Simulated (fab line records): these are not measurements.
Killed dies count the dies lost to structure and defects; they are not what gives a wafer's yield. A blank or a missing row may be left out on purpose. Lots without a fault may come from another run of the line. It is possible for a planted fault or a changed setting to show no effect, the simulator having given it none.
Split-lot study + flow n5 finfet + 21 wafers read across 7 lots, on a route 1938 steps long

SPLIT DETAILS
At N5_BEOL_M0_SAQP_SPACER2_ALD_26 (deposits SiO2, target thk 15 nm, pulse time 1 s, purge time 2 s), the setting target thk a was moved away from the recipe's 150 angstrom on 7 of the 21 wafers read, by -11.3% to +10.8%. For the rest of the wafers, this setting stayed at what the recipe calls for.

FROM THE SPLIT TO THE READING: what the file shows between them, 2 steps
- N5_BEOL_M0_SAQP_SPACER2_ETCHBACK_27: etches SiO2 in CHF3/O2, target depth 22.5 nm, time 11.25 s
- N5_BEOL_M0_SAQP_MANDREL2_REMOVE_110: chemistry HBr/Cl2/O2, target a-Si, stops on SiCN, bt time 10 s

THE READING
cd nm (nm) at N5_BEOL_M0_SAQP_CD_MEAS_29, where the cd target is 14.4 nm. Fault-free wafers of this fab line usually give 14.96 nm, standard deviation 0.23 nm.

| wafer  | tool, chamber at the split | target thk a as run, angstrom | against the recipe | cd nm, nm | against lot-mates on the recipe |
|--------|----------------------------|-------------------------------|--------------------|-----------|---------------------------------|
| L074.1 | ald sin-02, 1,3,0          | 150                           | recipe             | 15.11     | -                               |
| L074.3 | ald sin-02, 1,3,0          | 150                           | recipe             | 15.13     | -                               |
| L074.4 | ald sin-02, 1,3,0          | 150                           | recipe             | 14.66     | -                               |
| L078.1 | ald sin-03, 0              | 150                           | recipe             | 15.07     | -                               |
| L078.2 | ald sin-03, 3,1            | 138.7                         | -7.5%              | 13.28     | -1.79                           |
| L078.5 | ald sin-03, 3,1            | 138.7                         | -7.5%              | 13.95     | -1.12                           |
| L079.1 | ald sin-03, 1,2            | 150                           | recipe             | 14.93     | -                               |
| L079.3 | ald sin-03, 1,2            | 150                           | recipe             | 15.31     | -                               |
| L079.4 | ald sin-03, 0              | 134.3                         | -10.5%             | 13.29     | -1.83                           |
| L084.1 | ald sin-01, 3,2            | 150                           | recipe             | 14.93     | -                               |
| L084.2 | ald sin-01, 3,2            | 150                           | recipe             | 14.82     | -                               |
| L084.4 | ald sin-01, 0              | 166.2                         | +10.8%             | 16.38     | +1.50                           |
| L085.3 | ald sin-03, 3,1,1          | 150                           | recipe             | 14.74     | -                               |
| L085.4 | ald sin-03, 3,1,1          | 150                           | recipe             | 15.09     | -                               |
| L085.5 | ald sin-03, 3,1,1          | 150                           | recipe             | 14.48     | -                               |
| L086.1 | ald sin-03, 0              | 133.1                         | -11.3%             | 13.44     | -1.67                           |
| L086.3 | ald sin-03, 3              | 133.1                         | -11.3%             | 13.26     | -1.85                           |
| L086.5 | ald sin-03, 0              | 150                           | recipe             | 15.11     | -                               |
| L089.3 | ald sin-02, 3              | 150                           | recipe             | 15.02     | -                               |
| L089.5 | ald sin-02, 1              | 150                           | recipe             | 14.64     | -                               |
| L089.6 | ald sin-02, 2              | 141.3                         | -5.8%              | 14.23     | -0.60                           |
The file does not say which wafer passed through which chamber wherever a row lists several chambers: such a row stands for several wafers.

FIT RESULTS
A straight line over all 21 wafers: cd nm changes by +0.146 nm for each +1% of target thk a; r = +0.96; the points scatter about the line by 0.24 nm.
The same after taking each lot's own level away (the mean of its wafers on the recipe; 21 wafers): +0.158 nm for each +1%; r = +0.96; scatter 0.23 nm.
On that fit, the largest move of target thk a shifts the reading by 1.8 nm.
From 14.770 to 15.120 nm: that is the span of the lots' own levels, equal to 1.5 times the standard deviation above.
Consequently the slope shifts little with the lot-to-lot level, the two slopes agreeing.
Check: -1.85 nm against its lot-mates is what the line predicts for one of the wafers moved furthest among these (-11.3%) when that wafer is left out of the fit. Against them it came out at -1.67 nm.

OTHER SPLITS APPLIED TO THESE WAFERS
Other splits were also applied to these wafers ahead of the reading. Each is held against what the fit with the lots' levels taken away leaves over:
| other split on the same wafers         | wafers away from the commonest value | r with cd nm (lot level and that fit taken away) |
|----------------------------------------|--------------------------------------|--------------------------------------------------|
| N5_MOL_CONTACT_COAG_COAT_78 spin rpm   | 10                                   | +0.39                                            |
| N5_MOL_CONTACT_COAG_EXPOSE_37 dose mj  | 9                                    | -0.28                                            |
| N5_MOL_CONTACT_COAG_ALD_133 ald cycles | 6                                    | +0.30                                            |
| N5_BEOL_M0_SAQP_ETCH_107 source w      | 8                                    | +0.15                                            |

THE WHOLE CHAIN: every reading that the file lists as answering this split, in the file's order
| step                                | what it does                                                    | reading                                                                                     | change (the file's fit)               | r (the file's) |
|-------------------------------------|-----------------------------------------------------------------|---------------------------------------------------------------------------------------------|---------------------------------------|----------------|
| N5_BEOL_M0_SAQP_SPACER2_ALD_26      | deposits SiO2, target thk 15 nm, pulse time 1 s, purge time 2 s | SiO2_of_BEOL_M0_SAQP_SPACER2_ALD_26.thk nm (the simulator's own value, which no gauge read) | +0.152 nm for each +1% of the setting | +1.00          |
| N5_BEOL_M0_SAQP_MANDREL2_REMOVE_110 | chemistry HBr/Cl2/O2, target a-Si, stops on SiCN, bt time 10 s  | BEOL_M0_SAQP.cd nm (the simulator's own value, which no gauge read)                         | +0.146 nm for each +1% of the setting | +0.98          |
| N5_BEOL_M0_SAQP_CD_MEAS_29          | target cd 14.4 nm                                               | cd nm                                                                                       | +0.157 nm for each +1% of the setting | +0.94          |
| N5_BEOL_M0_HM_OPEN_105              | chemistry Cl2/BCl3, target TiN, target depth 12 nm              | SiO2_of_BEOL_M0_SAQP_SPACER2_ALD_26.thk nm (the simulator's own value, which no gauge read) | +0.121 nm for each +1% of the setting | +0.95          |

FILE'S OWN FIT
cd nm changes by +0.157 nm for each +1% of target thk a, r = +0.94.
